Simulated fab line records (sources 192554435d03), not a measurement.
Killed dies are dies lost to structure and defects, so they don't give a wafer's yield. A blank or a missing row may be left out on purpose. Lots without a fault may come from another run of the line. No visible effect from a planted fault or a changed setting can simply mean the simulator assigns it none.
Split-lot trial / flow n5_finfet / 21 wafers read across 7 lots, on a route 1938 steps long

THE SPLIT ITSELF
At N5_BEOL_M5_COAT_66 (time 60 s, resist thk 12 nm), the setting spin_rpm was moved away from the recipe's 1500 rpm on 5 of the 21 wafers read, by -8.6% to +8.6%. The other wafers ran this setting at the recipe's value.

FROM THE SPLIT TO THE READING: what the file shows between them, 4 steps
- N5_BEOL_M5_COAT_74: time 60 s, resist thk 5 nm
- N5_BEOL_M5_COAT_22: resist thk 30 nm
- N5_BEOL_M5_DESCUM_33: chemistry O2, time 7 s
- N5_BEOL_M5_ETCH_75: etches underlayer in N2/H2, target depth 6.5 nm, time 5.2 s

THE READING
CAR-EUV_of_BEOL_M5_COAT_22.thk_nm (the simulator's own value, which no gauge read), in nm, at N5_BEOL_M5_ETCH_67 (etches SiARC in CF4, target depth 15.6 nm, time 26 s). There is no usual value for it anywhere in the file. Across the 16 wafers here that went through the recipe, the average is 11.1 nm and the standard deviation 0.093 nm.

wafer=L074.3; tool, chamber at the split=litho_track-02, 0; spin_rpm as run, rpm=1500; against the recipe=recipe; CAR-EUV_of_BEOL_M5_COAT_22.thk_nm, nm=11; against lot-mates on the recipe=-
wafer=L074.4; tool, chamber at the split=litho_track-02, 0; spin_rpm as run, rpm=1443; against the recipe=-3.8%; CAR-EUV_of_BEOL_M5_COAT_22.thk_nm, nm=11; against lot-mates on the recipe=+0.0
wafer=L074.6; tool, chamber at the split=litho_track-02, 0; spin_rpm as run, rpm=1443; against the recipe=-3.8%; CAR-EUV_of_BEOL_M5_COAT_22.thk_nm, nm=11; against lot-mates on the recipe=+0.0
wafer=L076.3; tool, chamber at the split=litho_track-03, 0; spin_rpm as run, rpm=1500; against the recipe=recipe; CAR-EUV_of_BEOL_M5_COAT_22.thk_nm, nm=11; against lot-mates on the recipe=-
wafer=L076.4; tool, chamber at the split=litho_track-03, 0; spin_rpm as run, rpm=1500; against the recipe=recipe; CAR-EUV_of_BEOL_M5_COAT_22.thk_nm, nm=11; against lot-mates on the recipe=-
wafer=L076.6; tool, chamber at the split=litho_track-03, 0; spin_rpm as run, rpm=1500; against the recipe=recipe; CAR-EUV_of_BEOL_M5_COAT_22.thk_nm, nm=11.2; against lot-mates on the recipe=-
wafer=L081.2; tool, chamber at the split=litho_track-05, 0; spin_rpm as run, rpm=1500; against the recipe=recipe; CAR-EUV_of_BEOL_M5_COAT_22.thk_nm, nm=11.2; against lot-mates on the recipe=-
wafer=L081.3; tool, chamber at the split=litho_track-05, 0; spin_rpm as run, rpm=1500; against the recipe=recipe; CAR-EUV_of_BEOL_M5_COAT_22.thk_nm, nm=11.2; against lot-mates on the recipe=-
wafer=L081.4; tool, chamber at the split=litho_track-05, 0; spin_rpm as run, rpm=1500; against the recipe=recipe; CAR-EUV_of_BEOL_M5_COAT_22.thk_nm, nm=11.2; against lot-mates on the recipe=-
wafer=L084.3; tool, chamber at the split=litho_track-02, 0; spin_rpm as run, rpm=1371; against the recipe=-8.6%; CAR-EUV_of_BEOL_M5_COAT_22.thk_nm, nm=10.8; against lot-mates on the recipe=-0.4
wafer=L084.4; tool, chamber at the split=litho_track-02, 0; spin_rpm as run, rpm=1371; against the recipe=-8.6%; CAR-EUV_of_BEOL_M5_COAT_22.thk_nm, nm=10.8; against lot-mates on the recipe=-0.4
wafer=L084.5; tool, chamber at the split=litho_track-02, 0; spin_rpm as run, rpm=1500; against the recipe=recipe; CAR-EUV_of_BEOL_M5_COAT_22.thk_nm, nm=11.2; against lot-mates on the recipe=-
wafer=L094.4; tool, chamber at the split=litho_track-05, 0; spin_rpm as run, rpm=1500; against the recipe=recipe; CAR-EUV_of_BEOL_M5_COAT_22.thk_nm, nm=11.2; against lot-mates on the recipe=-
wafer=L094.5; tool, chamber at the split=litho_track-05, 0; spin_rpm as run, rpm=1500; against the recipe=recipe; CAR-EUV_of_BEOL_M5_COAT_22.thk_nm, nm=11.2; against lot-mates on the recipe=-
wafer=L094.6; tool, chamber at the split=litho_track-05, 0; spin_rpm as run, rpm=1500; against the recipe=recipe; CAR-EUV_of_BEOL_M5_COAT_22.thk_nm, nm=11.2; against lot-mates on the recipe=-
wafer=L096.4; tool, chamber at the split=litho_track-02, 0; spin_rpm as run, rpm=1500; against the recipe=recipe; CAR-EUV_of_BEOL_M5_COAT_22.thk_nm, nm=11; against lot-mates on the recipe=-
wafer=L096.5; tool, chamber at the split=litho_track-02, 0; spin_rpm as run, rpm=1629; against the recipe=+8.6%; CAR-EUV_of_BEOL_M5_COAT_22.thk_nm, nm=11.4; against lot-mates on the recipe=+0.4
wafer=L096.6; tool, chamber at the split=litho_track-02, 0; spin_rpm as run, rpm=1500; against the recipe=recipe; CAR-EUV_of_BEOL_M5_COAT_22.thk_nm, nm=11; against lot-mates on the recipe=-
wafer=L095.1; tool, chamber at the split=litho_track-03, 0; spin_rpm as run, rpm=1500; against the recipe=recipe; CAR-EUV_of_BEOL_M5_COAT_22.thk_nm, nm=11.2; against lot-mates on the recipe=-
wafer=L095.4; tool, chamber at the split=litho_track-03, 0; spin_rpm as run, rpm=1500; against the recipe=recipe; CAR-EUV_of_BEOL_M5_COAT_22.thk_nm, nm=11.2; against lot-mates on the recipe=-
wafer=L095.5; tool, chamber at the split=litho_track-03, 0; spin_rpm as run, rpm=1500; against the recipe=recipe; CAR-EUV_of_BEOL_M5_COAT_22.thk_nm, nm=11.2; against lot-mates on the recipe=-

FIT RESULTS
A straight line over all 21 wafers: CAR-EUV_of_BEOL_M5_COAT_22.thk_nm changes by +0.036 nm for each +1% of spin_rpm; r = +0.83; the points scatter about the line by 0.086 nm.
The same after taking each lot's own level away (the mean of its wafers on the recipe; 21 wafers): +0.042 nm for each +1%; r = +0.92; scatter 0.064 nm.
Per that fit: largest spin_rpm move, reading shift of 0.36 nm.
Measured against the standard deviation above, the lots' own levels, which go from 11.00 to 11.20 nm, span 2.2 times it.
So the slope is not independent of the lot-to-lot level: the two fits are not the same.
Check: for one of the wafers moved furthest among these (+8.6%), held out of the fit, the line's prediction against its lot-mates is +0.357 nm. It came out at +0.4 nm against them.

THE WHOLE CHAIN: every reading that the file lists as answering this split, in the file's order
step=N5_BEOL_M5_COAT_66; what it does=time 60 s, resist thk 12 nm; reading=SiARC_of_BEOL_M5_COAT_66.thk_nm (the simulator's own value, which no gauge read); change (the file's fit)=-0.0576 nm for each +1% of the setting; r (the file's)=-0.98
step=N5_BEOL_M5_ETCH_67; what it does=etches SiARC in CF4, target depth 15.6 nm, time 26 s; reading=etch.depth_nm (the simulator's own value, which no gauge read); change (the file's fit)=-0.0618 nm for each +1% of the setting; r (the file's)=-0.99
step=N5_BEOL_M5_ETCH_67; what it does=etches SiARC in CF4, target depth 15.6 nm, time 26 s; reading=CAR-EUV_of_BEOL_M5_COAT_22.thk_nm (the simulator's own value, which no gauge read); change (the file's fit)=+0.0424 nm for each +1% of the setting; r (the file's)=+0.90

FILE'S OWN FIT
CAR-EUV_of_BEOL_M5_COAT_22.thk_nm changes by +0.0424 nm for each +1% of spin_rpm, r = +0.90.
